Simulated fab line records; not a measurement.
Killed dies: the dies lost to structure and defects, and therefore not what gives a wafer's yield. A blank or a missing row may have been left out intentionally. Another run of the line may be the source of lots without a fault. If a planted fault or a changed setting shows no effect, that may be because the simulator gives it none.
Matching of chambers ; flow nand_harc ; NHARC_P_M2_DEP_33 on pecvd-04 has 3 sister chambers
The step deposits SiCN, target thk 30 nm. 3 wafers are shown with their chamber, then 8 later ones without.

WAFERS WITH THEIR CHAMBER
wafer;chamber;heater_power_w (W)
L084.4;0;494
L084.5;2;518
L088.2;1;576

WAFERS WHOSE CHAMBER IS MISSING
wafer;heater_power_w (W)
L088.4;518
L088.5;576
L090.1;546
L090.2;575
L090.5;543
L093.3;547
L093.5;546
L093.6;576

EACH ONE'S CHAMBER
wafer;from the rows above;in truth
L088.4;can't be placed: 2 or 0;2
L088.5;1;1
L090.1;can't be placed: 2 or 1 or 0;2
L090.2;1;1
L090.5;can't be placed: 2 or 1 or 0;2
L093.3;can't be placed: 1 or 2 or 0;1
L093.5;can't be placed: 2 or 1 or 0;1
L093.6;1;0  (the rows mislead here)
Placed correctly: 2 of 8. These rows do not allow placing 5 (true chamber among the candidates in 5). Number placed wrongly: 1.
How it was worked out, from the rows above alone: a wafer's distance from a chamber is the root of the sum, over the readings, of the square of ((its reading less the chamber's mean) divided by the reading's scatter). The wafer belongs to the nearest chamber; if the next one is less than 2 further off, it can't be placed. Each chamber's mean is taken over the wafers shown for it. The scatter: root of mean squared gap, hidden wafer to nearest shown wafer, with one shown wafer a chamber.
